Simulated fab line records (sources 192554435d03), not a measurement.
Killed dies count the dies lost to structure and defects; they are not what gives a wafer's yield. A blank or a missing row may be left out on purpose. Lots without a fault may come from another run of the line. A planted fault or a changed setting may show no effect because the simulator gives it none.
Which tool is to blame? / flow n5 finfet / 12 lots with 36 wafers sampled at 2 steps, on a route of 1938 steps

WHAT THE GAUGES SHOWED, per wafer
N5_BEOL_M12_CD_MEAS_17 targets a cd of 140 nm.
lot=L076; measured=day 10 20:00; on=cd sem-01; cd nm (nm)=141.6 138.3 141.9
lot=L079; measured=day 11 05:18; on=cd sem-03; cd nm (nm)=140.7 138.2 141.4
lot=L078; measured=day 11 05:53; on=cd sem-02; cd nm (nm)=141.6 141.9 141.8
lot=L080; measured=day 12 06:05; on=cd sem-03; cd nm (nm)=142.1 143.4 141.7
lot=L084; measured=day 12 23:34; on=cd sem-02; cd nm (nm)=143.0 140.1 140.5
lot=L085; measured=day 13 04:49; on=cd sem-02; cd nm (nm)=138.2 142.2 139.3
lot=L088; measured=day 14 04:07; on=cd sem-03; cd nm (nm)=139.2 136.2 138.6
lot=L089; measured=day 14 15:54; on=cd sem-02; cd nm (nm)=141.4 140.6 138.0
lot=L093; measured=day 14 20:21; on=cd sem-03; cd nm (nm)=141.4 140.6 142.2
lot=L092; measured=day 14 23:54; on=cd sem-03; cd nm (nm)=140.3 142.5 142.5
lot=L095; measured=day 16 00:26; on=cd sem-03; cd nm (nm)=140.9 143.0 142.0
lot=L097; measured=day 16 06:47; on=cd sem-01; cd nm (nm)=138.9 140.0 139.9

WHICH TOOL RAN EACH LOT (tool, then ch and the chambers of the sampled wafers, then the start)
lot=L076; N5_BEOL_M12_STRIP_64=plasma asher-01 ch 1, day 10 19:51
lot=L079; N5_BEOL_M12_STRIP_64=plasma asher-02 ch 0,1, day 11 05:09
lot=L078; N5_BEOL_M12_STRIP_64=plasma asher-01 ch 0,1, day 11 05:44
lot=L080; N5_BEOL_M12_STRIP_64=plasma asher-01 ch 0,1, day 12 05:56
lot=L084; N5_BEOL_M12_STRIP_64=plasma asher-01 ch 0,1, day 12 23:25
lot=L085; N5_BEOL_M12_STRIP_64=plasma asher-01 ch 0,1, day 13 04:41
lot=L088; N5_BEOL_M12_STRIP_64=plasma asher-02 ch 0,1, day 14 03:58
lot=L089; N5_BEOL_M12_STRIP_64=plasma asher-02 ch 0,1, day 14 15:40
lot=L093; N5_BEOL_M12_STRIP_64=plasma asher-01 ch 0,1, day 14 20:13
lot=L092; N5_BEOL_M12_STRIP_64=plasma asher-02 ch 0,1, day 14 23:45
lot=L095; N5_BEOL_M12_STRIP_64=plasma asher-02 ch 0,1, day 16 00:17
lot=L097; N5_BEOL_M12_STRIP_64=plasma asher-02 ch 0,1, day 16 06:38
- N5_BEOL_M12_STRIP_64: strips in N2/H2.

THE ANSWER, worked out from the rows above alone
Rule: the lots themselves supply what counts as usual. The widest of any qualifying gaps counts: lots, ordered by their means at a reading, are off when they make up no more than a third of the lots, leave a main group of 4 or more, and stand apart from it by 3 or more times the standard deviation of that group's means. Not used: any main group whose means are identical at the precision the tables above print for the reading. A lot without any number at a reading at which 4 lots or more have one is off too. The other lots that the step has rows for count as sound.
Across all readings shown, no lot is off: no conclusion can be drawn from this.

WHAT THE SIMULATOR HAD PUT IN
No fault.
